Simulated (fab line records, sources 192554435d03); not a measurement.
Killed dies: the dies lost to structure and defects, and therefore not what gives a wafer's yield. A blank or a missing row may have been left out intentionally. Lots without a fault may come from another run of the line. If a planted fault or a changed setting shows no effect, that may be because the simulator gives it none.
fab line records :: flow n5-finfet
record:
  lots: 4
  wafers: 12
  last-day: 17
route steps=1938 shown FIN_SAQP@114 BEOL_M4@1111 PASSIVATION@1936
lots untouched by any fault: they come from a run of this same line in which no faults occurred
start-h: start of the lot's first displayed wafer, in hours after the record's first day :: wait-h: hours elapsed since this lot's preceding step :: " repeats the value in the row above :: L1.1+2: one row covering several wafers at once :: - no value, or no start was given :: * or withheld: withheld :: < > ~ a bound
route shown NAME@n: names a module that has steps shown in the file, with the first one's number in the route :: usual: mean and standard deviation over wafers with no fault :: same: alike in all rows :: chamber/n: place in a boat :: sites: readings site by site :: _std_site: the standard deviation of these :: _edge_site: the outer-site mean with the inner-site mean subtracted :: radius-mm: for every site, how far away it sits from the centre of the wafer :: mask NAME#n: copy n :: behind: the tool/chamber that last shaped the wafer :: hold: cause of the lot's hold/its duration in hours/its outcome :: device: the transistor (n, p or np) that didn't switch :: end of line: tests run on the same wafers once the route is complete :: a step without rows: its recipe alone :: killed: count of dies lost to structure and defects at first sort (not the wafer's yield) :: map: dies across one wafer; x = killed, . = not, _ = none there
set.NAME: the setting the step ran with; set.NAME@STEP: the setting that earlier step ran with :: model.NAME: the simulator's own value behind a step, which no gauge read
certain route steps with their lots: each step a table, each wafer a row
== steps ==
step: N5_FIN_SAQP_DESCUM_21
recipe:
  chemistry: O2
  time-s: 7.9
  source-power-w: 50
  bias-power-w: 20
  pressure-mtorr: 20
  rf-frequency-hz: 2.712e+07
  temp-c: 40
  resist: CAR-ArF
  o2-flow-sccm: 225
step: N5_FIN_SAQP_ETCH_51
recipe:
  chemistry: CF4
  target: SiARC
  target-depth-a: 455
  mask-material: CAR-ArF
  time-s: 75.8
  ion-energy-ev: 80
  pressure-mtorr: 40
  source-w: 545
  bias-w: 36
  Ar_flow_sccm: 100
  cf4-flow-sccm: 100
  ends: cleared
step: N5_FIN_SAQP_ETCH_52
recipe:
  chemistry: N2/H2
  target: SOC
  target-depth-a: 1000
  overetch-a: 200
  mask-material: SiARC
  temp-c: 40
  time-s: 150
  ion-energy-ev: 200
  pressure-mtorr: 30
  source-w: 840
  bias-w: 150
  n2-flow-sccm: 200
  h2-flow-sccm: 200
  ends: end-point
step: N5_FIN_SAQP_STRIP_53
recipe:
  chemistry: N2/H2
  temp-c: 40
  n2-flow-sccm: 200
  h2-flow-sccm: 200
  rf-frequency-hz: 6e+07
step: N5_FIN_SAQP_HM_OPEN_73
recipe:
  chemistry: CHF3/O2
  target: SiO2
  stop-on: a-Si
  target-depth-a: 120
  over-etch-frac: 1.8
  mask-material: SOC
  time-s: 16.8
  pressure-mtorr: 30
  source-w: 650
  bias-w: 170
  Ar_flow_sccm: 200
  CHF3_flow_sccm: 50
  O2_flow_sccm: 5
  ion-energy-ev: 200
  ends: end-point
step: N5_FIN_SAQP_STRIP_74
recipe:
  chemistry: CHF3/O2
  resist: SiARC
  rf-frequency-hz: 6e+07
step: N5_FIN_SAQP_MANDREL_ETCH_22
recipe:
  target-depth-a: 600
  chemistry: HBr/Cl2
  target: a-Si
  stop-on: SiNx
  bt-time-s: 10
  over-etch-frac: 0.5
  time-s: 30
  pressure-mtorr: 10
  icp-w: 800
  bias-w: 75
  HBr_flow_sccm: 150
  Cl2_flow_sccm: 80
  ends: end-point
step: N5_FIN_SAQP_STRIP_55
recipe:
  chemistry: N2/H2
  power-w: 500
  temp-c: 40
  pressure-mtorr: 50
  rf-frequency-hz: 6e+07
  overash-fraction: 0.3
  bias-power-w: 28
  h2-frac: 0.5
  n2-flow-sccm: 300
  h2-flow-sccm: 300
step: N5_FIN_SAQP_STRIP_23
recipe:
  chemistry: SPM
  time-s: 750
  temp-c: 130
  h2so4-h2o2-vol-ratio: 4
step: N5_FIN_SAQP_SRD_66
recipe:
  dry: ipa-marangoni
  time-s: 30
  temp-c: 23
  rinse-liquid: diw
step: N5_FIN_SAQP_RECESS_75
recipe:
  chemistry: HF/NH3
  target: SiO2
  target-depth-a: 144
  afs-cycles: 3
  temp-c: 30
  sublimation-temp-c: 180
  sublimation-time-s: 60
usual:
  afs-cycles: 3/0
  drypump-motor-current-A: 5.83/0.14
lot.wafer: L449.1
tool: vapor-etch-02
chamber: 0
start-h: 30.16
wait-h: 0.0
afs-cycles: 3
drypump-motor-current-A: 5.82
model.SiO2_of_FIN_SAQP_HM_DEP_72.thk-nm: 0

lot.wafer: L449.3
tool: vapor-etch-02
chamber: 0
start-h: 30.16
wait-h: 0.0
afs-cycles: 3
drypump-motor-current-A: 5.81
model.SiO2_of_FIN_SAQP_HM_DEP_72.thk-nm: 0

lot.wafer: L449.4
tool: vapor-etch-02
chamber: 1
start-h: 30.16
wait-h: 0.0
afs-cycles: 3
drypump-motor-current-A: 5.72
model.SiO2_of_FIN_SAQP_HM_DEP_72.thk-nm: 0

lot.wafer: L461.4
tool: vapor-etch-02
chamber: 0
start-h: 103.22
wait-h: 0.1
afs-cycles: -
drypump-motor-current-A: -
model.SiO2_of_FIN_SAQP_HM_DEP_72.thk-nm: 12.14

lot.wafer: L461.5
tool: vapor-etch-02
chamber: 0
start-h: 103.22
wait-h: 0.1
afs-cycles: -
drypump-motor-current-A: -
model.SiO2_of_FIN_SAQP_HM_DEP_72.thk-nm: 12.4

lot.wafer: L461.6
tool: vapor-etch-02
chamber: 1
start-h: 103.22
wait-h: 0.1
afs-cycles: -
drypump-motor-current-A: -
model.SiO2_of_FIN_SAQP_HM_DEP_72.thk-nm: 12.07

lot.wafer: L462.4
tool: vapor-etch-02
chamber: 0
start-h: 107.05
wait-h: 0.1
afs-cycles: -
drypump-motor-current-A: -
model.SiO2_of_FIN_SAQP_HM_DEP_72.thk-nm: 12.09

lot.wafer: L462.5
tool: vapor-etch-02
chamber: 1
start-h: 107.05
wait-h: 0.1
afs-cycles: -
drypump-motor-current-A: -
model.SiO2_of_FIN_SAQP_HM_DEP_72.thk-nm: 11.9

lot.wafer: L462.6
tool: vapor-etch-02
chamber: 0
start-h: 107.05
wait-h: 0.1
afs-cycles: -
drypump-motor-current-A: -
model.SiO2_of_FIN_SAQP_HM_DEP_72.thk-nm: 11.84

lot.wafer: L469.1
tool: vapor-etch-01
chamber: 0
start-h: 149.99
wait-h: 0.0
afs-cycles: 3
drypump-motor-current-A: 5.76
model.SiO2_of_FIN_SAQP_HM_DEP_72.thk-nm: 0

lot.wafer: L469.2
tool: vapor-etch-01
chamber: 1
start-h: 149.99
wait-h: 0.0
afs-cycles: 3
drypump-motor-current-A: 6.10
model.SiO2_of_FIN_SAQP_HM_DEP_72.thk-nm: 0

lot.wafer: L469.4
tool: vapor-etch-01
chamber: 0
start-h: 149.99
wait-h: 0.0
afs-cycles: 3
drypump-motor-current-A: 5.80
model.SiO2_of_FIN_SAQP_HM_DEP_72.thk-nm: 0
step: N5_FIN_SAQP_SPACER1_ALD_24
recipe:
  material: SiO2
  target-thk-a: 203
  temp-c: 300
  ald-precursor-family: BDEAS
  ald-co-reactant: O2-plasma
  pulse-time-s: 1
  purge-time-s: 2
  co-reactant-purge-time-s: 2
  ald-cycles: 218
  pressure-torr: 2
step: N5_BEOL_M4_RC_MEAS_101
usual:
  DIBL_N: 36.4/2
  DIBL_P: 36.1/2.5
  IOFF_N: 0.16/0.037
  IOFF_P: 0.20/0.038
  ION_N: 670/13
  ION_P: 459/8.3
  SS_N: 71.6/0.69
  SS_P: 73.3/0.72
  VT_N: 250/3.4
  VT_P: -251/3.1
lot.wafer: L449.1
tool: prober-02
chamber: 0
start-h: 177.22
wait-h: 0.0
DIBL_N[mV/V]: 41.0
DIBL_P[mV/V]: 41.8
IOFF_N[nA/um]: 0.23
IOFF_P[nA/um]: 0.24
ION_N[uA/um]: 683
ION_P[uA/um]: 462
SS_N[mV/dec]: 72.8
SS_P[mV/dec]: 74.0
VT_N[mV]: 248
VT_P[mV]: -252

lot.wafer: L449.3
tool: prober-02
chamber: 0
start-h: 177.22
wait-h: 0.0
DIBL_N[mV/V]: 40.0
DIBL_P[mV/V]: 41.1
IOFF_N[nA/um]: 0.21
IOFF_P[nA/um]: 0.25
ION_N[uA/um]: 681
ION_P[uA/um]: 461
SS_N[mV/dec]: 72.7
SS_P[mV/dec]: 73.7
VT_N[mV]: 246
VT_P[mV]: -250

lot.wafer: L449.4
tool: prober-02
chamber: 0
start-h: 177.22
wait-h: 0.0
DIBL_N[mV/V]: 35.3
DIBL_P[mV/V]: 34.9
IOFF_N[nA/um]: 0.12
IOFF_P[nA/um]: 0.14
ION_N[uA/um]: 667
ION_P[uA/um]: 444
SS_N[mV/dec]: 71.6
SS_P[mV/dec]: 72.3
VT_N[mV]: 257
VT_P[mV]: -255

lot.wafer: L469.1
tool: prober-02
chamber: 0
start-h: 300.01
wait-h: 0.0
DIBL_N[mV/V]: 34.8
DIBL_P[mV/V]: 35.3
IOFF_N[nA/um]: 0.13
IOFF_P[nA/um]: 0.16
ION_N[uA/um]: 656
ION_P[uA/um]: 450
SS_N[mV/dec]: 71.1
SS_P[mV/dec]: 73.1
VT_N[mV]: 254
VT_P[mV]: -258

lot.wafer: L469.2
tool: prober-02
chamber: 0
start-h: 300.01
wait-h: 0.0
DIBL_N[mV/V]: 37.0
DIBL_P[mV/V]: 38.6
IOFF_N[nA/um]: 0.18
IOFF_P[nA/um]: 0.20
ION_N[uA/um]: 696
ION_P[uA/um]: 472
SS_N[mV/dec]: 70.9
SS_P[mV/dec]: 73.8
VT_N[mV]: 247
VT_P[mV]: -252

lot.wafer: L469.4
tool: prober-02
chamber: 0
start-h: 300.01
wait-h: 0.0
DIBL_N[mV/V]: 38.4
DIBL_P[mV/V]: 38.1
IOFF_N[nA/um]: 0.19
IOFF_P[nA/um]: 0.19
ION_N[uA/um]: 669
ION_P[uA/um]: 447
SS_N[mV/dec]: 71.8
SS_P[mV/dec]: 73.3
VT_N[mV]: 249
VT_P[mV]: -255
step: N5_PASSIVATION_PROBE_49
usual:
  killed_at_M0_to_M3: 34/11
  killed_at_M4_up: 13/5.2
  killed-at-contacts: 13/6.3
  killed-at-front-end: 40/14
  killed-at-other: 3.2/2.4
  killed-dies: 104/19
  killed-on-rim: 14/4.2
  killed-open: 69/14
  killed-short: 32/7.5
same:
  gross-dies: 1180
  killed-at-back-side: 0
lot.wafer: L449.1
tool: prober-02
chamber: -
start-h: 277.15
wait-h: 0.0
killed_at_M0_to_M3: 28
killed_at_M4_up: 8
killed-at-contacts: 11
killed-at-front-end: 80
killed-at-other: 2
killed-dies: 129
killed-on-rim: 18
killed-open: 85
killed-short: 41

lot.wafer: L449.3
tool: prober-02
chamber: -
start-h: 277.25
wait-h: 0.1
killed_at_M0_to_M3: 25
killed_at_M4_up: 13
killed-at-contacts: 18
killed-at-front-end: 66
killed-at-other: 9
killed-dies: 131
killed-on-rim: 14
killed-open: 81
killed-short: 42

lot.wafer: L449.4
tool: prober-02
chamber: -
start-h: 277.30
wait-h: 0.2
killed_at_M0_to_M3: 12
killed_at_M4_up: 12
killed-at-contacts: 14
killed-at-front-end: 59
killed-at-other: 0
killed-dies: 97
killed-on-rim: 22
killed-open: 69
killed-short: 27

lot.wafer: L462.4
tool: prober-02
chamber: -
start-h: 347.55
wait-h: 0.2
killed_at_M0_to_M3: 30
killed_at_M4_up: 13
killed-at-contacts: 14
killed-at-front-end: 1117
killed-at-other: 6
killed-dies: 1180
killed-on-rim: 152
killed-open: 87
killed-short: 34

lot.wafer: L462.5
tool: prober-02
chamber: -
start-h: 347.60
wait-h: 0.2
killed_at_M0_to_M3: 38
killed_at_M4_up: 15
killed-at-contacts: 15
killed-at-front-end: 1109
killed-at-other: 3
killed-dies: 1180
killed-on-rim: 152
killed-open: 107
killed-short: 38

lot.wafer: L462.6
tool: prober-02
chamber: -
start-h: 347.65
wait-h: 0.3
killed_at_M0_to_M3: 48
killed_at_M4_up: 22
killed-at-contacts: 15
killed-at-front-end: 1095
killed-at-other: 0
killed-dies: 1180
killed-on-rim: 152
killed-open: 99
killed-short: 46

lot.wafer: L461.4
tool: prober-02
chamber: -
start-h: 349.87
wait-h: 0.2
killed_at_M0_to_M3: 36
killed_at_M4_up: 15
killed-at-contacts: 17
killed-at-front-end: 1107
killed-at-other: 5
killed-dies: 1180
killed-on-rim: 152
killed-open: 70
killed-short: 27

lot.wafer: L461.5
tool: prober-02
chamber: -
start-h: 349.92
wait-h: 0.2
killed_at_M0_to_M3: 27
killed_at_M4_up: 13
killed-at-contacts: 18
killed-at-front-end: 1119
killed-at-other: 3
killed-dies: 1180
killed-on-rim: 152
killed-open: 63
killed-short: 27

lot.wafer: L461.6
tool: prober-02
chamber: -
start-h: 349.97
wait-h: 0.3
killed_at_M0_to_M3: 17
killed_at_M4_up: 6
killed-at-contacts: 10
killed-at-front-end: 1145
killed-at-other: 2
killed-dies: 1180
killed-on-rim: 152
killed-open: 48
killed-short: 23

lot.wafer: L469.1
tool: prober-02
chamber: -
start-h: 406.43
wait-h: 0.0
killed_at_M0_to_M3: 38
killed_at_M4_up: 15
killed-at-contacts: 10
killed-at-front-end: 52
killed-at-other: 8
killed-dies: 123
killed-on-rim: 25
killed-open: 87
killed-short: 33

lot.wafer: L469.2
tool: prober-02
chamber: -
start-h: 406.48
wait-h: 0.1
killed_at_M0_to_M3: 16
killed_at_M4_up: 18
killed-at-contacts: 1
killed-at-front-end: 60
killed-at-other: 0
killed-dies: 95
killed-on-rim: 10
killed-open: 61
killed-short: 33

lot.wafer: L469.4
tool: prober-02
chamber: -
start-h: 406.58
wait-h: 0.2
killed_at_M0_to_M3: 33
killed_at_M4_up: 14
killed-at-contacts: 12
killed-at-front-end: 51
killed-at-other: 1
killed-dies: 111
killed-on-rim: 15
killed-open: 75
killed-short: 31
killed by level:class
L449.1 STI_FIN_REVEAL:geometric-particle:open=17 FIN_SAQP:geometric-particle:short=14 FIN_SAQP:geometric-particle:open=12 DUMMY_GATE:geometric-particle:open=11 BEOL_M3:geometric-particle:open=9 MOL_CONTACT_COAG:geometric-particle:open=9 GATE_CUT:geometric-particle:short=7 BEOL_M1:geometric-particle:open=7
L449.3 STI_FIN_REVEAL:geometric-particle:open=22 MOL_CONTACT_COAG:geometric-particle:open=11 BEOL_M0_SAQP:geometric-particle:short=8 PASSIVATION:area-etch=8 FIN_SAQP:geometric-particle:open=7 STI_FIN_REVEAL:geometric-particle:short=7 MOL_CONTACT_COAG:geometric-particle:short=7 BEOL_M4:geometric-particle:open=7
L449.4 STI_FIN_REVEAL:geometric-particle:open=24 MOL_CONTACT_COAG:geometric-particle:open=11 FIN_SAQP:geometric-particle:short=10 FIN_SAQP:geometric-particle:open=7 BEOL_M0_SAQP:geometric-particle:short=5 BEOL_M4:geometric-particle:open=5 STARTING-WAFER:geometric-particle:short=5 GATE_CUT:geometric-particle:open=3
L462.4 FIN_SAQP:area-recess=1059 FIN_SAQP:geometric-particle:open=15 MOL_CONTACT_COAG:geometric-particle:open=13 STI_FIN_REVEAL:geometric-particle:open=12 BEOL_M2:geometric-particle:open=9 BEOL_M4:geometric-particle:open=8 BEOL_M0_SAQP:geometric-particle:open=6 BEOL_M0_SAQP:geometric-particle:short=6
L462.5 FIN_SAQP:area-recess=1035 STI_FIN_REVEAL:geometric-particle:open=33 MOL_CONTACT_COAG:geometric-particle:open=13 FIN_SAQP:geometric-particle:open=12 BEOL_M0_SAQP:geometric-particle:short=11 BEOL_M0_SAQP:geometric-particle:open=9 BEOL_M4:geometric-particle:open=9 STI_FIN_REVEAL:geometric-particle:short=7
L462.6 FIN_SAQP:area-recess=1032 STI_FIN_REVEAL:geometric-particle:open=15 FIN_SAQP:geometric-particle:open=13 MOL_CONTACT_COAG:geometric-particle:open=12 BEOL_M4:geometric-particle:open=12 FIN_SAQP:geometric-particle:short=9 BEOL_M2:geometric-particle:open=9 BEOL_M0:geometric-particle:open=7
L461.4 FIN_SAQP:area-recess=1080 MOL_CONTACT_COAG:geometric-particle:open=14 BEOL_M2:geometric-particle:open=10 FIN_SAQP:geometric-particle:open=9 BEOL_M4:geometric-particle:open=7 BEOL_M1:geometric-particle:open=6 BEOL_M0_SAQP:geometric-particle:short=5 STI_FIN_REVEAL:geometric-particle:open=4
L461.5 FIN_SAQP:area-recess=1090 MOL_CONTACT_COAG:geometric-particle:open=17 BEOL_M2:geometric-particle:open=8 BEOL_M4:geometric-particle:open=8 BEOL_M0_SAQP:geometric-particle:open=6 STI_FIN_REVEAL:geometric-particle:open=4 STI_FIN_REVEAL:geometric-particle:short=4 ILD0:geometric-particle:short=4
L461.6 FIN_SAQP:area-recess=1109 MOL_CONTACT_COAG:geometric-particle:open=8 BEOL_M2:geometric-particle:open=7 FIN_SAQP:geometric-particle:open=5 FIN_SAQP:geometric-particle:short=4 STI_FIN_REVEAL:geometric-particle:open=4 DUMMY_GATE:geometric-particle:open=4 BEOL_M3:geometric-particle:open=4
L469.1 BEOL_M0_SAQP:geometric-particle:open=12 FIN_SAQP:geometric-particle:open=11 BEOL_M3:geometric-particle:open=11 GATE_CUT:geometric-particle:short=8 MOL_CONTACT_COAG:geometric-particle:open=8 DUMMY_GATE:geometric-particle:open=7 FIN_SAQP:geometric-particle:short=6 BEOL_M1:geometric-particle:open=5
L469.2 FIN_SAQP:geometric-particle:open=23 FIN_SAQP:geometric-particle:short=15 DUMMY_GATE:geometric-particle:open=5 GATE_CUT:geometric-particle:short=5 BEOL_M4:geometric-particle:open=5 BEOL_M5:geometric-particle:open=5 BEOL_M1:geometric-particle:open=3 BEOL_M2:geometric-particle:open=3
L469.4 BEOL_M3:geometric-particle:open=16 MOL_CONTACT_COAG:geometric-particle:open=11 FIN_SAQP:geometric-particle:open=9 FIN_SAQP:geometric-particle:short=9 STI_FIN_REVEAL:geometric-particle:open=7 BEOL_M4:geometric-particle:open=6 DUMMY_GATE:geometric-particle:open=5 ILD0:geometric-particle:short=5
map L461.4 (x killed, . not)
_________________xxxxxxxxxxxx________________
______________xxxxxxxxxxxxxxxxxx_____________
___________xxxxxxxxxxxxxxxxxxxxxxxx__________
__________xxxxxxxxxxxxxxxxxxxxxxxxxx_________
________xxxxxxxxxxxxxxxxxxxxxxxxxxxxxx_______
_______xxxxxxxxxxxxxxxxxxxxxxxxxxxxxxxx______
______xxxxxxxxxxxxxxxxxxxxxxxxxxxxxxxxxx_____
_____xxxxxxxxxxxxxxxxxxxxxxxxxxxxxxxxxxxx____
____xxxxxxxxxxxxxxxxxxxxxxxxxxxxxxxxxxxxxx___
___xxxxxxxxxxxxxxxxxxxxxxxxxxxxxxxxxxxxxxxx__
___xxxxxxxxxxxxxxxxxxxxxxxxxxxxxxxxxxxxxxxx__
__xxxxxxxxxxxxxxxxxxxxxxxxxxxxxxxxxxxxxxxxxx_
__xxxxxxxxxxxxxxxxxxxxxxxxxxxxxxxxxxxxxxxxxx_
_xxxxxxxxxxxxxxxxxxxxxxxxxxxxxxxxxxxxxxxxxxxx
_xxxxxxxxxxxxxxxxxxxxxxxxxxxxxxxxxxxxxxxxxxxx
_xxxxxxxxxxxxxxxxxxxxxxxxxxxxxxxxxxxxxxxxxxxx
_xxxxxxxxxxxxxxxxxxxxxxxxxxxxxxxxxxxxxxxxxxxx
_xxxxxxxxxxxxxxxxxxxxxxxxxxxxxxxxxxxxxxxxxxxx
_xxxxxxxxxxxxxxxxxxxxxxxxxxxxxxxxxxxxxxxxxxxx
_xxxxxxxxxxxxxxxxxxxxxxxxxxxxxxxxxxxxxxxxxxxx
_xxxxxxxxxxxxxxxxxxxxxxxxxxxxxxxxxxxxxxxxxxxx
__xxxxxxxxxxxxxxxxxxxxxxxxxxxxxxxxxxxxxxxxxx_
__xxxxxxxxxxxxxxxxxxxxxxxxxxxxxxxxxxxxxxxxxx_
___xxxxxxxxxxxxxxxxxxxxxxxxxxxxxxxxxxxxxxxx__
___xxxxxxxxxxxxxxxxxxxxxxxxxxxxxxxxxxxxxxxx__
____xxxxxxxxxxxxxxxxxxxxxxxxxxxxxxxxxxxxxx___
_____xxxxxxxxxxxxxxxxxxxxxxxxxxxxxxxxxxxx____
______xxxxxxxxxxxxxxxxxxxxxxxxxxxxxxxxxx_____
_______xxxxxxxxxxxxxxxxxxxxxxxxxxxxxxxx______
________xxxxxxxxxxxxxxxxxxxxxxxxxxxxxx_______
__________xxxxxxxxxxxxxxxxxxxxxxxxxx_________
___________xxxxxxxxxxxxxxxxxxxxxxxx__________
______________xxxxxxxxxxxxxxxxxx_____________
_________________xxxxxxxxxxxx________________
map L462.4 (x killed, . not)
_________________xxxxxxxxxxxx________________
______________xxxxxxxxxxxxxxxxxx_____________
___________xxxxxxxxxxxxxxxxxxxxxxxx__________
__________xxxxxxxxxxxxxxxxxxxxxxxxxx_________
________xxxxxxxxxxxxxxxxxxxxxxxxxxxxxx_______
_______xxxxxxxxxxxxxxxxxxxxxxxxxxxxxxxx______
______xxxxxxxxxxxxxxxxxxxxxxxxxxxxxxxxxx_____
_____xxxxxxxxxxxxxxxxxxxxxxxxxxxxxxxxxxxx____
____xxxxxxxxxxxxxxxxxxxxxxxxxxxxxxxxxxxxxx___
___xxxxxxxxxxxxxxxxxxxxxxxxxxxxxxxxxxxxxxxx__
___xxxxxxxxxxxxxxxxxxxxxxxxxxxxxxxxxxxxxxxx__
__xxxxxxxxxxxxxxxxxxxxxxxxxxxxxxxxxxxxxxxxxx_
__xxxxxxxxxxxxxxxxxxxxxxxxxxxxxxxxxxxxxxxxxx_
_xxxxxxxxxxxxxxxxxxxxxxxxxxxxxxxxxxxxxxxxxxxx
_xxxxxxxxxxxxxxxxxxxxxxxxxxxxxxxxxxxxxxxxxxxx
_xxxxxxxxxxxxxxxxxxxxxxxxxxxxxxxxxxxxxxxxxxxx
_xxxxxxxxxxxxxxxxxxxxxxxxxxxxxxxxxxxxxxxxxxxx
_xxxxxxxxxxxxxxxxxxxxxxxxxxxxxxxxxxxxxxxxxxxx
_xxxxxxxxxxxxxxxxxxxxxxxxxxxxxxxxxxxxxxxxxxxx
_xxxxxxxxxxxxxxxxxxxxxxxxxxxxxxxxxxxxxxxxxxxx
_xxxxxxxxxxxxxxxxxxxxxxxxxxxxxxxxxxxxxxxxxxxx
__xxxxxxxxxxxxxxxxxxxxxxxxxxxxxxxxxxxxxxxxxx_
__xxxxxxxxxxxxxxxxxxxxxxxxxxxxxxxxxxxxxxxxxx_
___xxxxxxxxxxxxxxxxxxxxxxxxxxxxxxxxxxxxxxxx__
___xxxxxxxxxxxxxxxxxxxxxxxxxxxxxxxxxxxxxxxx__
____xxxxxxxxxxxxxxxxxxxxxxxxxxxxxxxxxxxxxx___
_____xxxxxxxxxxxxxxxxxxxxxxxxxxxxxxxxxxxx____
______xxxxxxxxxxxxxxxxxxxxxxxxxxxxxxxxxx_____
_______xxxxxxxxxxxxxxxxxxxxxxxxxxxxxxxx______
________xxxxxxxxxxxxxxxxxxxxxxxxxxxxxx_______
__________xxxxxxxxxxxxxxxxxxxxxxxxxx_________
___________xxxxxxxxxxxxxxxxxxxxxxxx__________
______________xxxxxxxxxxxxxxxxxx_____________
_________________xxxxxxxxxxxx________________
== key ==
first-sign:
  step: N5_FIN_SAQP_RECESS_75
  reading: tool-record
  direction: missing
effect:
  step: N5_PASSIVATION_PROBE_49
  reading: killed-at-front-end
  direction: up
  sigmas: 79
  usual: 40
  struck: 1115
model-effect:
  step: N5_FIN_SAQP_RECESS_75
  value: SiO2_of_FIN_SAQP_HM_DEP_72.thk-nm
  without: 0
  struck: 12.07
more-kills-born-at:
  N5_FIN_SAQP_RECESS_75@vapor-etch-02: 6405
met-at N5_FIN_SAQP_RECESS_75
struck-wafers L461.4,L461.5,L461.6,L462.4,L462.5,L462.6
later-rows-left-out L461.4,L461.5,L461.6,L462.4,L462.5,L462.6
tester-left-out L461,L462
onset-between 30.16 103.22
fault:
  kind: skipped-step-whole
  tool: vapor-etch-02
  chamber: -
  onset-h: 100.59
  steps: N5_FIN_SAQP_RECESS_75
  scope: struck-lots-only
tester-left-out: of these lots the tester's yield and bins aren't shown, on N5 and GAA mostly nor the transistor test; their killed dies are dies lost to structure and defects alone, not to doping, threshold or leakage, so they don't give the yield
later-rows-left-out: the simulator's readings of these wafers behind a module that went badly wrong aren't trusted and aren't shown, but for the sort
